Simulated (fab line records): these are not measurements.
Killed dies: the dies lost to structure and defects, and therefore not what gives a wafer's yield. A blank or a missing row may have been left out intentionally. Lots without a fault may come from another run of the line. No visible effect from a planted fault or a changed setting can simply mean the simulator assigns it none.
fab line records	flow n5_finfet
record lots=7	wafers=39
route steps=1938 shown FIN_CUT@160 DUMMY_GATE@250 SD_EPI_N@278
start_h: hours from the record's first day to the start of the lot's first wafer shown	wait_h: hours since the lot's step before	" same as the row above	L1.1+2: a row that stands for several wafers	- either no value or no given start	* or withheld: withheld	< > ~ a bound
route shown NAME@n: a module of which the file shows steps, and the number in the route of the first	usual: average and standard deviation across the fault-free wafers	same: alike in all rows	chamber/n: place in a boat	sites: readings site by site	_std_site: standard deviation across them	_edge_site: inner sites' mean taken away from outer sites' mean	radius_mm: how far each site lies from the wafer's centre	mask NAME#n: copy n	behind: tool/chamber where the wafer was last shaped	hold: reason for holding the lot/hours on hold/outcome of the hold	device: names the non-switching transistor (n, p or np)	end of line: tests of these same wafers at the route's end	a step with no rows: only its recipe	killed: dies lost to structure and defects at the first sort, not the wafer's yield	map: a wafer's dies, x killed, . not, _ none there
set.NAME: setting as actually run; set.NAME@STEP: the setting as run at that earlier step	model.NAME: the simulator's own value behind a step, which no gauge read
lots whose settings were changed on purpose; a table a step, a row a wafer
## steps
# step N5_FIN_CUT_EXPOSE_05
# recipe mask_id=FIN_CUT	na=0.33	source_shape=annular	sigma_inner=0.35	sigma_outer=0.8	polarization=unpolarized	dose_mj=45.75
lot.wafer	tool	chamber	start_h	wait_h	mask	set.dose_mj
L075.1+2+4	euv_scanner-02	0	32.80	-	FIN_CUT#0	48.65
L075.3+5+6	"	0	"	"	FIN_CUT#0	45.75
L077.1+2+3+4+5+6	euv_scanner-01	0	45.59	-	FIN_CUT#0	45.75
L080.1+3+4	euv_scanner-01	0	62.81	-	FIN_CUT#0	48.34
L080.2+5+6	"	0	"	"	FIN_CUT#0	45.75
L082.1+3+4	euv_scanner-02	0	74.75	-	FIN_CUT#0	48.26
L082.2+5+6	"	0	"	"	FIN_CUT#0	45.75
L085.1+3+6	euv_scanner-02	0	95.74	-	FIN_CUT#0	42.81
L085.2+4+5	"	0	"	"	FIN_CUT#0	45.75
L090.1+2+3	euv_scanner-02	0	123.42	-	FIN_CUT#0	48.56
L090.4+5+6	"	0	"	"	FIN_CUT#0	45.75
L096.1+4+6	euv_scanner-01	0	161.43	-	FIN_CUT#0	45.75
# step N5_FIN_CUT_PEB_06
# recipe peb_temp_c=100	peb_time_s=60	resist=CAR-EUV
# step N5_FIN_CUT_DEVELOP_07
# recipe develop_time_s=30	developer=TMAH	resist=CAR-EUV	rinse_liquid=surfactant_rinse	dry=air_spin	dev_temp_c=23
# step N5_FIN_CUT_CD_MEAS_08
# recipe target_cd_nm=29.1	landing_energy_ev=500	detector=se_inlens	polarity=opening
# usual cd_nm=29.22/0.23
lot.wafer	tool	chamber	start_h	wait_h	set.dose_mj@FIN_CUT_EXPOSE_05	cd_nm
L075.1	cd_sem-01	0	32.94	-	48.65	30.58
L075.2	"	0	"	"	48.65	29.78
L075.3	"	0	"	"	45.75	29.27
L075.4	"	0	"	"	48.65	30.47
L075.5	"	0	"	"	45.75	29.06
L075.6	"	0	"	"	45.75	29.16
L077.1	cd_sem-03	0	45.72	-	45.75	29.41
L077.2	"	0	"	"	45.75	29.21
L077.3	"	0	"	"	45.75	29.55
L077.4	"	0	"	"	45.75	29.74
L077.5	"	0	"	"	45.75	29.14
L077.6	"	0	"	"	45.75	29.15
L080.1	cd_sem-03	0	62.95	-	48.34	30.51
L080.2	"	0	"	"	45.75	28.99
L080.3	"	0	"	"	48.34	30.38
L080.4	"	0	"	"	48.34	30.06
L080.5	"	0	"	"	45.75	29.08
L080.6	"	0	"	"	45.75	29.08
L082.1	cd_sem-02	0	74.89	-	48.26	30.15
L082.2	"	0	"	"	45.75	29.35
L082.3	"	0	"	"	48.26	30.40
L082.4	"	0	"	"	48.26	30.27
L082.5	"	0	"	"	45.75	29.67
L082.6	"	0	"	"	45.75	29.42
L085.1	cd_sem-01	0	95.87	-	42.81	28.26
L085.2	"	0	"	"	45.75	29.12
L085.3	"	0	"	"	42.81	27.96
L085.4	"	0	"	"	45.75	29.25
L085.5	"	0	"	"	45.75	28.91
L085.6	"	0	"	"	42.81	27.79
L090.1	cd_sem-02	0	123.55	-	48.56	30.18
L090.2	"	0	"	"	48.56	30.03
L090.3	"	0	"	"	48.56	29.93
L090.4	"	0	"	"	45.75	28.97
L090.5	"	0	"	"	45.75	29.43
L090.6	"	0	"	"	45.75	28.97
L096.1	cd_sem-03	0	161.57	-	45.75	29.27
L096.4	"	0	"	"	45.75	29.24
L096.6	"	0	"	"	45.75	29.15
# step N5_FIN_CUT_DESCUM_13
# recipe chemistry=O2	time_s=7	source_power_w=50	bias_power_w=20	pressure_mtorr=20	rf_frequency_hz=2.712e+07	temp_c=40	resist=CAR-EUV	o2_flow_sccm=225
# step N5_FIN_CUT_ETCH_30
# recipe chemistry=N2/H2	target=underlayer	target_depth_a=130	mask_material=CAR-EUV	time_s=10.4	ion_energy_ev=200	pressure_mtorr=30	source_w=840	bias_w=150	n2_flow_sccm=200	h2_flow_sccm=200	ends=cleared
lot.wafer	tool	chamber	start_h	wait_h	set.dose_mj@FIN_CUT_EXPOSE_05	model.FIN_CUT.cd_offset_nm
L075.1	rie_diel-04	2	33.09	0.0	48.65	1
L075.2+4	"	1,3	"	"	48.65	1.2
L075.3	"	0	"	"	45.75	0.2
L075.5+6	"	1,2	"	"	45.75	0
L077.1+2+4+6	rie_diel-05	0,2,0,3	45.88	0.0	45.75	0.2
L077.3	"	3	"	"	45.75	0.4
L077.5	"	2	"	"	45.75	0
L080.1	rie_diel-02	3	63.11	0.0	48.34	1.2
L080.2+5	"	2,1	"	"	45.75	0.2
L080.3	"	0	"	"	48.34	0.8
L080.4	"	1	"	"	48.34	1
L080.6	"	2	"	"	45.75	0
L082.1+4	rie_diel-05	0,3	75.04	0.0	48.26	1.2
L082.2+5+6	"	2,3,2	"	"	45.75	0.2
L082.3	"	1	"	"	48.26	1.6
L085.1+6	rie_diel-05	3	96.03	0.0	42.81	-1.2
L085.2+5	"	0	"	"	45.75	-0.2
L085.3	"	2	"	"	42.81	-1
L085.4	"	1	"	"	45.75	0.4
L090.1	rie_diel-04	1	123.71	0.0	48.56	0.8
L090.2	"	0	"	"	48.56	1.2
L090.3	"	2	"	"	48.56	1
L090.4	"	3	"	"	45.75	0.2
L090.5+6	"	2,1	"	"	45.75	0
L096.1+4+6	rie_diel-04	1,2,1	161.73	0.0	45.75	0
# step N5_FIN_CUT_ETCH_20
# recipe chemistry=CF4	target=SiARC	target_depth_a=260	mask_material=CAR-EUV	time_s=43.3	ion_energy_ev=80	pressure_mtorr=40	source_w=545	bias_w=36	Ar_flow_sccm=100	cf4_flow_sccm=100	ends=cleared
lot.wafer	tool	chamber	start_h	wait_h	set.dose_mj@FIN_CUT_EXPOSE_05	model.FIN_CUT.cd_offset_nm
L075.1+2+4	rie_diel-04	2,1,3	33.11	0.0	48.65	1
L075.3	"	0	"	"	45.75	0.2
L075.5+6	"	1,2	"	"	45.75	0
L077.1+5+6	rie_diel-05	0,2,3	45.90	0.0	45.75	0.2
L077.2+3+4	"	2,3,0	"	"	45.75	0.4
L080.1	rie_diel-02	3	63.13	0.0	48.34	1.4
L080.2+5	"	2,1	"	"	45.75	0.2
L080.3	"	0	"	"	48.34	0.6
L080.4	"	1	"	"	48.34	1
L080.6	"	2	"	"	45.75	0
L082.1	rie_diel-05	0	75.06	0.0	48.26	1.2
L082.2+6	"	2	"	"	45.75	0.2
L082.3	"	1	"	"	48.26	1.4
L082.4	"	3	"	"	48.26	1
L082.5	"	3	"	"	45.75	0
L085.1	rie_diel-05	3	96.05	0.0	42.81	-1.2
L085.2+5	"	0	"	"	45.75	-0.4
L085.3	"	2	"	"	42.81	-1
L085.4	"	1	"	"	45.75	0.2
L085.6	"	3	"	"	42.81	-1.4
L090.1+3	rie_diel-04	1,2	123.73	0.0	48.56	1
L090.2	"	0	"	"	48.56	1.2
L090.4+5+6	"	3,2,1	"	"	45.75	0
L096.1+4	rie_diel-04	1,2	161.75	0.0	45.75	0
L096.6	"	1	"	"	45.75	0.2
# step N5_FIN_CUT_CUT_ETCH_15
# recipe chemistry=HBr/Cl2/O2	target=Si	target_depth_a=1000	bt_time_s=10	mask_material=SOC	time_s=42.4	ion_energy_ev=*	bias_w=*	pressure_mtorr=10	icp_w=800	HBr_flow_sccm=150	Cl2_flow_sccm=80	O2_flow_sccm=12
lot.wafer	tool	chamber	start_h	wait_h	set.target_depth_a	model.etch.depth_nm	model.FIN_CUT.feature_depth_nm
L075.1	rie_si-01	3	33.69	0.1	1118	110.3	110.2
L075.2	"	1	"	"	1118	113.6	113.6
L075.3	"	0	"	"	1000	100.6	100.6
L075.4	"	2	"	"	1000	100.2	100.2
L075.5	"	2	"	"	1118	110.9	111
L075.6	"	3	"	"	1000	98.71	98.8
L077.1	rie_si-06	3	46.48	0.1	926.4	93.57	93.6
L077.2	"	2	"	"	1000	100.5	100.4
L077.3	"	0	"	"	1000	101	101
L077.4	"	1	"	"	1000	99.92	100
L077.5	"	0	"	"	926.4	93.11	93.2
L077.6	"	3	"	"	926.4	93.4	93.4
L080.1	rie_si-02	2	63.70	0.1	932	93.84	93.8
L080.2	"	1	"	"	932	95.38	95.4
L080.3	"	0	"	"	1000	104.5	104.4
L080.4	"	3	"	"	1000	100.7	100.8
L080.5	"	3	"	"	932	94.07	94
L080.6	"	0	"	"	1000	104.5	104.6
L082.1	rie_si-06	3	75.64	0.1	1000	101.1	101
L082.2	"	1	"	"	1000	100.3	100.4
L082.3	"	2	"	"	1064	105.4	105.4
L082.4	"	0	"	"	1000	101.3	101.4
L082.5	"	1	"	"	1064	106.2	106.2
L082.6	"	2	"	"	1064	105.6	105.6
L085.1	rie_si-01	2	96.70	0.1	1000	98.67	98.6
L085.2+5	"	0,1	"	"	1000	100.9	100.8
L085.3	"	3	"	"	1000	98.46	98.4
L085.4	"	1	"	"	1000	101.8	101.8
L085.6	"	2	"	"	1000	98.49	98.4
L090.1	rie_si-01	3	124.30	0.1	912	90.06	90
L090.2	"	0	"	"	1000	100.2	100.2
L090.3	"	0	"	"	1000	100.6	100.6
L090.4	"	3	"	"	1000	98.88	98.8
L090.5	"	3	"	"	912	91.16	91.2
L090.6	"	0	"	"	912	91.59	91.6
L096.1	rie_si-01	0	162.32	0.1	1000	102.1	102.2
L096.4	"	1	"	"	1000	102	102
L096.6	"	2	"	"	1000	100.3	100.2
# step N5_FIN_CUT_CUT_ETCH_28
# recipe chemistry=HBr/Cl2/O2	target=Si	target_depth_a=60	mask_material=SOC	time_s=2.4	ion_energy_ev=*	bias_w=*	pressure_mtorr=10	icp_w=800	HBr_flow_sccm=150	Cl2_flow_sccm=80	O2_flow_sccm=12
lot.wafer	tool	chamber	start_h	wait_h	set.target_depth_a@FIN_CUT_CUT_ETCH_15	model.SOC_of_FIN_CUT_COAT_18.thk_nm
L075.1	rie_si-01	3	33.74	0.0	1118	165.2
L075.2	"	1	"	"	1118	162.6
L075.3	"	0	"	"	1000	168.6
L075.4	"	2	"	"	1000	167.8
L075.5	"	2	"	"	1118	163.6
L075.6	"	3	"	"	1000	169.4
L077.1	rie_si-06	3	46.53	0.0	926.4	171.6
L077.2	"	2	"	"	1000	169.4
L077.3	"	0	"	"	1000	169.6
L077.4	"	1	"	"	1000	169.8
L077.5	"	0	"	"	926.4	171.4
L077.6	"	3	"	"	926.4	172.6
L080.1	rie_si-02	2	63.76	0.0	932	171.6
L080.2	"	1	"	"	932	170
L080.3	"	0	"	"	1000	167.6
L080.4	"	3	"	"	1000	168
L080.5	"	3	"	"	932	171.4
L080.6	"	0	"	"	1000	166.4
L082.1	rie_si-06	3	75.70	0.0	1000	169.6
L082.2	"	1	"	"	1000	168.6
L082.3	"	2	"	"	1064	167.2
L082.4	"	0	"	"	1000	169.2
L082.5	"	1	"	"	1064	167.6
L082.6	"	2	"	"	1064	166.2
L085.1	rie_si-01	2	96.76	0.0	1000	169.2
L085.2	"	0	"	"	1000	168.4
L085.3	"	3	"	"	1000	169
L085.4	"	1	"	"	1000	167.6
L085.5	"	1	"	"	1000	169.4
L085.6	"	2	"	"	1000	169.6
L090.1	rie_si-01	3	124.38	0.1	912	171.8
L090.2	"	0	"	"	1000	168.2
L090.3	"	0	"	"	1000	168
L090.4	"	3	"	"	1000	167.8
L090.5	"	3	"	"	912	172
L090.6	"	0	"	"	912	171.2
L096.1	rie_si-01	0	162.38	0.0	1000	167
L096.4	"	1	"	"	1000	168.2
L096.6	"	2	"	"	1000	167.4
# step N5_DUMMY_GATE_ETCH_42
# recipe chemistry=CHF3/O2	target=SiO2	target_depth_a=35	time_s=31	ion_energy_ev=30	bias_w=12	pressure_mtorr=30	source_w=600	Ar_flow_sccm=200	CHF3_flow_sccm=50	O2_flow_sccm=5
# usual rf_vpp_V=42.5/0.81
lot.wafer	tool	chamber	start_h	wait_h	set.bias_w	rf_vpp_V
L075.1	rie_diel-02	1	53.14	0.0	12	41.8
L075.2	"	2	"	"	12	43.7
L075.3	"	0	"	"	12	42.4
L075.4	"	3	"	"	12	42.2
L075.5	"	3	"	"	12	42.1
L075.6	"	0	"	"	12	41.6
L077.1	rie_diel-02	2	66.61	0.0	12	42.0
L077.2	"	1	"	"	12	43.1
L077.3	"	3	"	"	13.47	45.9
L077.4	"	0	"	"	13.47	46.9
L077.5	"	1	"	"	13.47	45.9
L077.6	"	2	"	"	12	41.8
L080.1	rie_diel-04	2	82.68	0.0	10.96	41.5
L080.2	"	1	"	"	10.96	39.9
L080.3	"	3	"	"	12	42.4
L080.4	"	0	"	"	12	41.5
L080.5	"	1	"	"	12	43.2
L080.6	"	0	"	"	10.96	39.1
L082.1	rie_diel-02	1	94.96	0.0	10.38	38.7
L082.2	"	3	"	"	12	43.1
L082.3	"	0	"	"	10.38	37.8
L082.4	"	2	"	"	12	44.0
L082.5	"	0	"	"	12	41.7
L082.6	"	1	"	"	10.38	37.9
L085.1	rie_diel-02	0	116.10	0.0	12	42.0
L085.2	"	2	"	"	12	42.9
L085.3	"	3	"	"	12	41.5
L085.4	"	1	"	"	13.67	45.9
L085.5	"	3	"	"	13.67	47.7
L085.6	"	2	"	"	13.67	48.6
L090.1	rie_diel-02	1	143.18	0.0	12	41.9
L090.2	"	0	"	"	13.88	46.2
L090.3	"	3	"	"	12	42.2
L090.4	"	2	"	"	13.88	48.0
L090.5	"	1	"	"	12	42.0
L090.6	"	0	"	"	13.88	46.2
L096.1	rie_diel-02	3	181.26	0.0	12	41.6
L096.4	"	3	"	"	12	43.2
L096.6	"	2	"	"	12	42.6
# step N5_SD_EPI_N_ETCH_45
# recipe chemistry=CH3F/O2	target=SiOCN	target_depth_a=60	mask_material=SOC	ion_energy_ev=60	bias_w=29	pressure_mtorr=15	source_w=410	Ar_flow_sccm=150	CH3F_flow_sccm=30	O2_flow_sccm=20
lot.wafer	tool	chamber	start_h	wait_h	set.target_depth_a	model.etch.depth_nm
L075.1	rie_diel-06	3	55.00	0.1	53.54	5.285
L075.2	"	0	"	"	60	6.103
L075.3	"	1	"	"	53.54	5.522
L075.4	"	2	"	"	60	6.32
L075.5	"	3	"	"	53.54	5.26
L075.6	"	2	"	"	60	6.258
L077.1	rie_diel-06	1	68.45	0.1	60	6.122
L077.2	"	0	"	"	60	6.064
L077.3	"	2	"	"	60	6.281
L077.4	"	3	"	"	60	5.876
L077.5	"	0	"	"	60	6.02
L077.6	"	3	"	"	60	5.883
L080.1	rie_diel-01	3	85.55	0.1	67.45	6.876
L080.2	"	0	"	"	60	6.118
L080.3	"	1	"	"	67.45	6.59
L080.4	"	0	"	"	60	6.13
L080.5	"	1	"	"	67.45	6.564
L080.6	"	3	"	"	60	6.055
L082.1	rie_diel-03	1	96.80	0.1	60	5.974
L082.2	"	2	"	"	60	5.907
L082.3	"	3	"	"	60	6.043
L082.4	"	0	"	"	60	6.013
L082.5	"	1	"	"	60	5.981
L082.6	"	2	"	"	60	5.889
L085.1	rie_diel-06	1	118.00	0.1	60	6.125
L085.2	"	2	"	"	60	6.276
L085.3	"	3	"	"	54.22	5.295
L085.4	"	0	"	"	60	6.104
L085.5	"	2	"	"	54.22	5.692
L085.6	"	3	"	"	54.22	5.271
L090.1	rie_diel-03	2	147.02	0.1	60	5.84
L090.2	"	1	"	"	60	6.154
L090.3	"	0	"	"	66.84	6.675
L090.4	"	3	"	"	66.84	6.607
L090.5	"	3	"	"	66.84	6.64
L090.6	"	0	"	"	60	6.036
L096.1	rie_diel-06	1	183.65	0.1	60	6.07
L096.4	"	2	"	"	60	6.188
L096.6	"	2	"	"	60	6.172
# step N5_SD_EPI_N_ETCH_16
# recipe chemistry=CHF3/O2	target=SiO2	target_depth_a=50	mask_material=SOC	pressure_mtorr=30	source_w=650	bias_w=170	Ar_flow_sccm=200	CHF3_flow_sccm=50	O2_flow_sccm=5	ion_energy_ev=200
lot.wafer	tool	chamber	start_h	wait_h	set.target_depth_a	model.etch.depth_nm
L075.1	rie_diel-06	3	55.10	0.1	50	4.935
L075.2	"	0	"	"	44.57	4.519
L075.3	"	1	"	"	50	5.089
L075.4	"	2	"	"	44.57	4.698
L075.5	"	3	"	"	44.57	4.404
L075.6	"	2	"	"	50	5.229
L077.1	rie_diel-06	1	68.55	0.1	52.87	5.413
L077.2	"	0	"	"	50	5.03
L077.3	"	2	"	"	50	5.258
L077.4	"	3	"	"	52.87	5.208
L077.5	"	0	"	"	52.87	5.299
L077.6	"	3	"	"	50	4.969
L080.1	rie_diel-01	3	85.65	0.1	50	4.979
L080.2	"	0	"	"	50	5.038
L080.3	"	1	"	"	48.34	4.697
L080.4	"	0	"	"	50	5.013
L080.5	"	1	"	"	48.34	4.687
L080.6	"	3	"	"	48.34	4.874
L082.1	rie_diel-03	1	96.90	0.1	56.35	5.529
L082.2	"	2	"	"	56.35	5.51
L082.3	"	3	"	"	50	5.016
L082.4	"	0	"	"	50	4.968
L082.5	"	1	"	"	56.35	5.587
L082.6	"	2	"	"	50	4.927
L085.1	rie_diel-06	1	118.10	0.1	50	5.101
L085.2	"	2	"	"	50	5.171
L085.3	"	3	"	"	50	4.875
L085.4	"	0	"	"	50	5.067
L085.5	"	2	"	"	50	5.226
L085.6	"	3	"	"	50	4.889
L090.1	rie_diel-03	2	147.12	0.1	50	4.909
L090.2	"	1	"	"	47.12	4.832
L090.3	"	0	"	"	47.12	4.755
L090.4	"	3	"	"	50	4.993
L090.5	"	3	"	"	50	5.003
L090.6	"	0	"	"	47.12	4.789
L096.1	rie_diel-06	1	183.75	0.1	50	5.031
L096.4	"	2	"	"	50	5.144
L096.6	"	2	"	"	50	5.151
## key
split step=N5_FIN_CUT_EXPOSE_05	setting=dose_mj	stated=45.75	by=wafer
response step=N5_FIN_CUT_CD_MEAS_08	reading=cd_nm	change=+0.172	per=1%	r=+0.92
response step=N5_FIN_CUT_ETCH_30	reading=model.FIN_CUT.cd_offset_nm	change=+0.17	per=1%	r=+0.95
response step=N5_FIN_CUT_ETCH_20	reading=model.FIN_CUT.cd_offset_nm	change=+0.164	per=1%	r=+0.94
split step=N5_FIN_CUT_CUT_ETCH_15	setting=target_depth_a	stated=1000	by=wafer
response step=N5_FIN_CUT_CUT_ETCH_15	reading=model.etch.depth_nm	change=+1.01	per=1%	r=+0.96
response step=N5_FIN_CUT_CUT_ETCH_15	reading=model.FIN_CUT.feature_depth_nm	change=+1.01	per=1%	r=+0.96
response step=N5_FIN_CUT_CUT_ETCH_28	reading=model.SOC_of_FIN_CUT_COAT_18.thk_nm	change=-0.403	per=1%	r=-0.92
split step=N5_DUMMY_GATE_ETCH_42	setting=bias_w	stated=12	by=wafer
response step=N5_DUMMY_GATE_ETCH_42	reading=rf_vpp_V	change=+0.331	per=1%	r=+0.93
split step=N5_SD_EPI_N_ETCH_45	setting=target_depth_a	stated=60	by=wafer
response step=N5_SD_EPI_N_ETCH_45	reading=model.etch.depth_nm	change=+0.0628	per=1%	r=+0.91
split step=N5_SD_EPI_N_ETCH_16	setting=target_depth_a	stated=50	by=wafer
response step=N5_SD_EPI_N_ETCH_16	reading=model.etch.depth_nm	change=+0.0458	per=1%	r=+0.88
